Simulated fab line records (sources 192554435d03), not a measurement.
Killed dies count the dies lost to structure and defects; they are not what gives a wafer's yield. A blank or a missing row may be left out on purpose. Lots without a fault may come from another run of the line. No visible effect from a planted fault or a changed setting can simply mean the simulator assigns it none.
Matching of chambers    flow n5-finfet    N5_GATE_CUT_STRIP_42 on rie-diel-03: 4 sister chambers
The step strips in O2. 4 wafers are shown with their chamber, then 8 later ones without.

WAFERS PAIRED WITH THEIR CHAMBERS
wafer   chamber  oes-product-au (a.u.)
L084.2  2        0.70
L089.1  0        0.71
L089.2  3        0.84
L089.4  1        0.71

WAFERS WHOSE CHAMBER IS MISSING
wafer   oes-product-au (a.u.)
L089.5  0.71
L089.6  0.84
L097.1  0.69
L097.2  0.93
L097.3  0.70
L097.4  0.69
L097.5  0.94
L097.6  0.69

EACH ONE'S CHAMBER
wafer    from the rows above            in truth
L089.5   can't be placed: 0 or 1 or 2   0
L089.6   3                              3
L097.1   can't be placed: 2 or 0 or 1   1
L097.2   3                              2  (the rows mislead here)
L097.3   can't be placed: 2 or 0 or 1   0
L097.4   can't be placed: 2 or 0 or 1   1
L097.5   3                              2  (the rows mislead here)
L097.6   can't be placed: 2 or 0 or 1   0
Correct placement for 1 of the 8. These rows do not allow placing 5 (true chamber among the candidates in 5). 2 placed wrongly.
How it was worked out, from the rows above alone: a wafer's distance from a chamber is the root of the sum, over the readings, of the square of ((its reading less the chamber's mean) divided by the reading's scatter). If the next closest chamber is less than 2 further off than the closest, the wafer can't be placed; otherwise it belongs to the closest. Each chamber's mean is taken over the wafers shown for it. The scatter: with one shown wafer a chamber, the root of the mean of the squares of how far each hidden wafer lies from its nearest shown one.
